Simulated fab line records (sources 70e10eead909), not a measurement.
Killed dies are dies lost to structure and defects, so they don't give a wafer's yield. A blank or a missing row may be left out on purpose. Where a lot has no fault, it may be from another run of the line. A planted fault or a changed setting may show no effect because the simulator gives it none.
A lot that was struck, set against a sound lot :: flow nand harc :: 15 out of 1302 route steps
Sound: these wafers, L537.2, L537.3, L537.4. Struck: wafers L536.2, L536.4, L536.6. The cause is named last.
Order at every step that has rows: each side's tool, ch and its chambers, its first start. Under that, the readings that differ: sound wafers :: struck wafers :: difference of the means :: sigmas: that difference in standard deviations of wafers without a fault.
alike: a reading whose means differ by less than 2 such deviations, as well as words and numbers matching on both sides. not compared: withheld readings; readings where some wafer has no value; bounds like >300 that might hide an equal value; numbers whose values overlap and for which the record gives no deviation.
Wherever a step has rows on one side only, a row that says differs or no value, or a row with sigmas, the two part there. Numbers that have no deviation but don't overlap get no sigmas and don't part them. A reading missing from all wafers of one side parts the sides only when that side holds two or more wafers.

first, 1 step without rows for these wafers: NHARC_A_ONON_D1_DEP_00 (target thk 1000 nm).
NHARC_A_ONON_D1_THK_MEAS_02: measures by ellipsometry.
  sound: film metro-01 at day 12 22:10; struck: film metro-01 at day 12 22:11
  alike: thk nm
following that, 1 step holds no rows for these wafers, namely NHARC_A_ONON_D1_DEP_03 (target thickness 1000 nm).
NHARC_A_ONON_D1_THK_MEAS_05: measures by ellipsometry.
  sound: film metro-01 at day 12 22:44; struck: film metro-02 at day 12 22:45
  alike: thk nm
following that, 1 step holds no rows for these wafers, namely NHARC_A_ONON_D1_DEP_06 (target thickness 1000 nm).
NHARC_A_ONON_D1_THK_MEAS_08: measures by ellipsometry.
  sound: film metro-02 at day 12 23:18; struck: film metro-01 at day 12 23:19
reading: thk nm (nm)
sound: 1007 1010 1009
struck: 985 987 986
difference: -23
sigmas: -3
following that, 1 step holds no rows for these wafers, namely NHARC_A_ONON_D1_DEP_09 (target thickness 1000 nm).
NHARC_A_ONON_D1_THK_MEAS_11: measures by ellipsometry.
  sound: film metro-01 at day 12 23:52; struck: film metro-02 at day 12 23:53
  alike: thk nm
following that, 1 step holds no rows for these wafers, namely NHARC_A_ONON_D1_DEP_12 (target thickness 1000 nm).
NHARC_A_ONON_D1_THK_MEAS_14: measures by ellipsometry.
  sound: film metro-01 at day 13 00:25; struck: film metro-02 at day 13 00:26
  alike: thk nm
then, 1 step without rows for these wafers: NHARC_A_ONON_D1_ANNEAL_15 (time 3600 s).
NHARC_A_ONON_D1_DEP_16: target thk 1000 nm.
  sound on pecvd onon-01 ch 0, day 13 11:50; struck on pecvd onon-04 ch 0, day 13 11:50
  alike: sih4 flow sccm
NHARC_A_ONON_D1_THK_MEAS_18: measures by ellipsometry.
  sound: film metro-01 at day 13 12:17; struck: film metro-01 at day 13 12:17
reading: thk nm (nm)
sound: 994 995 996
struck: 704 704 705
difference: -291
sigmas: -29
following that, 1 step holds no rows for these wafers, namely NHARC_A_ONON_D1_DEP_19 (target thickness 1000 nm).
-- jump in the record: it breaks off in module A_ONON_D1 and resumes in module END (first step shown: number 1302 of the route), and 16 days separate the struck wafers' starts before and after --
NHARC_END_SORT_01:
  here the record holds rows for the struck wafers (prober-02 ch 0, day 29 18:21) but none for the sound ones

== WHERE THEY PART ==
At NHARC_A_ONON_D1_THK_MEAS_08 first; at NHARC_END_SORT_01 last (within this record only).

WHY: what the simulator had put in
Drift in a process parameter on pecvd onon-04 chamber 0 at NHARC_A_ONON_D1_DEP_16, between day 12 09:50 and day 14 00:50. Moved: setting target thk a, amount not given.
